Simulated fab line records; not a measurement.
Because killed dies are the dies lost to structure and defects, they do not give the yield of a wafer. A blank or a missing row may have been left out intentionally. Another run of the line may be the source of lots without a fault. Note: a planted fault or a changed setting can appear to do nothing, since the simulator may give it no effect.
Check for tools in common || flow n5 finfet || Lots sampled 9, wafers sampled 27

WHAT PROMPTED THE OPENING
At N5_BEOL_M4_RC_MEAS_101 the reading CJ_P is flagged on 2 of 9 lots. Wafers without a fault read 5.81, standard deviation 0.16.
Rule: a lot is flagged in two cases, either no wafer of it has a number, or all its wafers with numbers fall more than 4 standard deviations from that mean. The other lots count as sound.

{"lot": "L494", "measured": "day 8 10:58", "on": "prober-01", "CJ_P, wafer by wafer": "6.01 5.55 5.67", "flag": ""}
{"lot": "L497", "measured": "day 9 01:17", "on": "prober-02", "CJ_P, wafer by wafer": "5.64 5.97 5.90", "flag": ""}
{"lot": "L499", "measured": "day 9 17:16", "on": "prober-01", "CJ_P, wafer by wafer": "5.67 5.60 5.83", "flag": ""}
{"lot": "L503", "measured": "day 10 08:16", "on": "prober-01", "CJ_P, wafer by wafer": "5.62 5.84 5.80", "flag": ""}
{"lot": "L510", "measured": "day 12 03:13", "on": "prober-01", "CJ_P, wafer by wafer": "4.81 4.80 4.90", "flag": "FLAGGED"}
{"lot": "L512", "measured": "day 12 17:01", "on": "prober-01", "CJ_P, wafer by wafer": "5.06 4.88 4.83", "flag": "FLAGGED"}
{"lot": "L515", "measured": "day 13 12:39", "on": "prober-02", "CJ_P, wafer by wafer": "5.80 5.93 5.95", "flag": ""}
{"lot": "L516", "measured": "day 13 13:22", "on": "prober-01", "CJ_P, wafer by wafer": "5.64 5.84 5.66", "flag": ""}
{"lot": "L517", "measured": "day 13 22:26", "on": "prober-02", "CJ_P, wafer by wafer": "5.88 6.02 5.80", "flag": ""}
On average the flagged lots' numbers are 4.88, which is -0.93 against the usual, or -6 standard deviations.

LOT BY LOT: THE TOOL USED
2 process steps preceding the reading are held in the record, out of 1938 steps in the route. Each cell gives the tool, then ch followed by the chambers the sampled wafers passed through, then the start.
{"lot": "L494", "flag": "", "N5_WELL_APT_IMPLANT_15": "implanter-01 ch 0, day 1 14:05", "N5_WELL_APT_DESCUM_30": "rie diel-03 ch 0,1,2, day 1 15:01"}
{"lot": "L497", "flag": "", "N5_WELL_APT_IMPLANT_15": "implanter-02 ch 0, day 2 10:39", "N5_WELL_APT_DESCUM_30": "rie diel-03 ch 0,1,3, day 2 11:54"}
{"lot": "L499", "flag": "", "N5_WELL_APT_IMPLANT_15": "implanter-02 ch 0, day 2 20:04", "N5_WELL_APT_DESCUM_30": "rie diel-02 ch 0,1,2, day 2 21:19"}
{"lot": "L503", "flag": "", "N5_WELL_APT_IMPLANT_15": "implanter-01 ch 0, day 3 20:40", "N5_WELL_APT_DESCUM_30": "rie diel-02 ch 0,1,3, day 3 21:29"}
{"lot": "L510", "flag": "FLAGGED", "N5_WELL_APT_IMPLANT_15": "implanter-02 ch 0, day 5 14:16", "N5_WELL_APT_DESCUM_30": "rie diel-02 ch 0,1,2, day 5 15:16"}
{"lot": "L512", "flag": "FLAGGED", "N5_WELL_APT_IMPLANT_15": "implanter-02 ch 0, day 6 01:56", "N5_WELL_APT_DESCUM_30": "rie diel-02 ch 1,2,3, day 6 02:48"}
{"lot": "L515", "flag": "", "N5_WELL_APT_IMPLANT_15": "implanter-01 ch 0, day 6 20:16", "N5_WELL_APT_DESCUM_30": "rie diel-02 ch 0,2, day 6 21:05"}
{"lot": "L516", "flag": "", "N5_WELL_APT_IMPLANT_15": "implanter-01 ch 0, day 7 02:11", "N5_WELL_APT_DESCUM_30": "rie diel-02 ch 0,1, day 7 03:01"}
{"lot": "L517", "flag": "", "N5_WELL_APT_IMPLANT_15": "implanter-01 ch 0, day 7 08:14", "N5_WELL_APT_DESCUM_30": "rie diel-03 ch 0,1,3, day 7 09:05"}
What these steps do:
- N5_WELL_APT_IMPLANT_15
- N5_WELL_APT_DESCUM_30: chemistry O2, time 7.9 s.
- N5_BEOL_M4_RC_MEAS_101

FLAGGED OVER TOTAL, TOOL BY TOOL (the gauges that took the reading come last)
{"step": "N5_WELL_APT_IMPLANT_15", "tool": "implanter-01", "lots run": 5, "flagged": 0, "share of the flagged lots": "none", "sound lots run after its first flagged lot": "-"}
{"step": "N5_WELL_APT_IMPLANT_15", "tool": "implanter-02", "lots run": 4, "flagged": 2, "share of the flagged lots": "all", "sound lots run after its first flagged lot": 0}
{"step": "N5_WELL_APT_DESCUM_30", "tool": "rie diel-02", "lots run": 6, "flagged": 2, "share of the flagged lots": "all", "sound lots run after its first flagged lot": "2 (L515,L516)"}
{"step": "N5_WELL_APT_DESCUM_30", "tool": "rie diel-03", "lots run": 3, "flagged": 0, "share of the flagged lots": "none", "sound lots run after its first flagged lot": "-"}
{"step": "N5_BEOL_M4_RC_MEAS_101", "tool": "prober-01", "lots run": 6, "flagged": 2, "share of the flagged lots": "all", "sound lots run after its first flagged lot": "1 (L516)"}
{"step": "N5_BEOL_M4_RC_MEAS_101", "tool": "prober-02", "lots run": 3, "flagged": 0, "share of the flagged lots": "none", "sound lots run after its first flagged lot": "-"}

WHAT THE TABLE PERMITS
All flagged lots were run by 3 table rows, namely implanter-02 at N5_WELL_APT_IMPLANT_15, rie diel-02 at N5_WELL_APT_DESCUM_30, prober-01 at N5_BEOL_M4_RC_MEAS_101.
- implanter-02 at N5_WELL_APT_IMPLANT_15: 2 of its 4 lots flagged. Last sound lot L499 at day 2 20:04, first flagged lot L510 at day 5 14:16; a fault beginning in between fits. Its own readings lie more than 4 standard deviations out on every wafer of the flagged lots: dose ions cm2, faraday current uA.
- rie diel-02 at N5_WELL_APT_DESCUM_30: 2 of its 6 lots flagged. Sound lots followed the first flagged one (L515, L516) on it, something a lasting fault affecting the whole tool could not allow.
- prober-01 at N5_BEOL_M4_RC_MEAS_101: 2 of its 6 lots flagged. Sound lots followed the first flagged one (L516) on it, something a lasting fault affecting the whole tool could not allow.
One tool is left: implanter-02 at N5_WELL_APT_IMPLANT_15.

WHAT THE SIMULATOR PUT IN
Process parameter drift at N5_WELL_APT_IMPLANT_15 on implanter-02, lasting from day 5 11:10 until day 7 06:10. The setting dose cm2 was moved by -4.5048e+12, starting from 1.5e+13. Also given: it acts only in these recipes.
Shown lots that were struck: L510, L512. This agrees with what the rule above found.
